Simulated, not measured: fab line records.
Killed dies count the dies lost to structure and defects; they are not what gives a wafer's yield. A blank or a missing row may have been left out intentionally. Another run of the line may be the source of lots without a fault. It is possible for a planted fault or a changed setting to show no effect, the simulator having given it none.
Matching of chambers	flow nand_harc	rie_diel-01 running NHARC_A_STAIRCASE_ETCH_313: 4 sister chambers
The step etches the open film in CF4/CHF3. 18 wafers are shown with their chamber, then 9 later ones without.

WAFERS WITH THEIR CHAMBER
wafer	chamber	drypump_motor_current_A (A)	showerhead_plenum_p_Torr (Torr)	rf_vpp_V (V)
L074.2	0	5.5	1.57	370.8
L074.5	0	5.5	1.57	370.6
L074.6	3	4.9	1.50	367.2
L075.1	3	4.9	1.50	367.4
L075.3	1	6.7	1.59	370.9
L075.5	1	6.7	1.59	370.7
L076.2	1	6.7	1.59	372.5
L076.4	3	4.9	1.50	367.7
L076.5	1	6.7	1.59	370.1
L079.2	1	6.7	1.59	371.9
L079.4	2	5.7	1.56	371.4
L079.6	0	5.5	1.57	372.1
L081.1	0	5.5	1.57	371.1
L081.4	2	5.7	1.56	369.4
L081.6	2	5.6	1.56	370.7
L086.2	1	6.7	1.58	371.4
L086.3	0	5.5	1.56	370.9
L086.5	2	5.7	1.56	370.1

SIGNATURES (averages over the wafers above)
reading	chamber 0	chamber 1	chamber 2	chamber 3	scatter within a chamber
drypump_motor_current_A	5.500	6.700	5.675	4.900	0.0231
showerhead_plenum_p_Torr	1.5680	1.5883	1.5600	1.5000	0.00342
rf_vpp_V	371.100	371.250	370.400	367.433	0.729
Rule: for a wafer and a chamber, the distance is found by dividing, reading by reading, the gap between the wafer's reading and the chamber's mean by the reading's scatter, squaring, summing and taking the root. The wafer belongs to the nearest chamber; if the next one is less than 2 further off, it can't be placed. The scatter: take each reading less its chamber's mean, square it, sum over the shown wafers, divide by the number of wafers less the number of chambers, and take the root.

WAFERS WITH NO CHAMBER GIVEN
wafer	drypump_motor_current_A (A)	showerhead_plenum_p_Torr (Torr)	rf_vpp_V (V)
L089.2	5.7	1.55	368.8
L089.3	6.7	1.58	370.9
L089.5	5.7	1.55	369.8
L090.2	4.9	1.49	368.3
L090.3	6.7	1.58	371.0
L090.6	6.7	1.58	371.1
L096.2	4.9	1.48	366.7
L096.3	5.5	1.56	369.3
L096.5	4.9	1.48	367.2

EACH ONE'S CHAMBER
wafer	from the rows above	in truth
L089.2	2	2
L089.3	1	1
L089.5	2	2
L090.2	3	3
L090.3	1	1
L090.6	1	1
L096.2	3	3
L096.3	0	0
L096.5	3	3
9 of 9 placed correctly. Not placeable from these rows: 0. Number placed wrongly: 0.
